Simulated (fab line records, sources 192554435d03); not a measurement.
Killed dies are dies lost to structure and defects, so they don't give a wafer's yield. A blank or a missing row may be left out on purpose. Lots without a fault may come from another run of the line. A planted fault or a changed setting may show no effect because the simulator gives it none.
Chamber matching | flow n5_finfet | N5_BEOL_M9_STRIP_36 on rie_diel-03: 4 sister chambers
The step strips in N2/H2. 8 wafers are shown with their chamber, then 8 later ones without.

WAFERS WITH THEIR CHAMBER
wafer  | chamber | showerhead_plenum_p_Torr (Torr) | drypump_motor_current_A (A)
L078.5 | 0       | 2.59                            | 6.0
L078.6 | 1       | 2.50                            | 5.7
L087.3 | 1       | 2.50                            | 5.6
L090.6 | 0       | 2.58                            | 6.0
L089.3 | 3       | 2.39                            | 5.0
L089.5 | 3       | 2.39                            | 5.1
L089.6 | 2       | 2.50                            | 5.6
L092.2 | 2       | 2.51                            | 5.6

WAFERS WITHOUT THEIR CHAMBER
wafer  | showerhead_plenum_p_Torr (Torr) | drypump_motor_current_A (A)
L092.3 | 2.49                            | 5.6
L092.4 | 2.39                            | 5.0
L093.1 | 2.57                            | 6.0
L093.2 | 2.49                            | 5.7
L093.4 | 2.50                            | 5.6
L097.1 | 2.49                            | 5.7
L097.4 | 2.49                            | 5.6
L097.5 | 2.57                            | 6.0

WHICH CHAMBER EACH WENT THROUGH
wafer  | from the rows above     | in truth
L092.3 | can't be placed: 1 or 2 | 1
L092.4 | 3                       | 3
L093.1 | 0                       | 0
L093.2 | can't be placed: 1 or 2 | 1
L093.4 | can't be placed: 2 or 1 | 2
L097.1 | can't be placed: 1 or 2 | 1
L097.4 | can't be placed: 1 or 2 | 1
L097.5 | 0                       | 0
Placed correctly: 3 of 8. Can't be placed from these rows: 5 (the true chamber is among the candidates in 5). Placed wrongly: 0.
How it was worked out, from the rows above alone: a wafer's distance from a chamber is the root of the sum, over the readings, of the square of ((its reading less the chamber's mean) divided by the reading's scatter). The wafer belongs to the nearest chamber; if the next one is less than 2 further off, it can't be placed. A chamber's mean is the mean of its shown wafers. The scatter: the root of (the sum of the squares of (reading less its chamber's mean) over the shown wafers, divided by (wafers less chambers)).
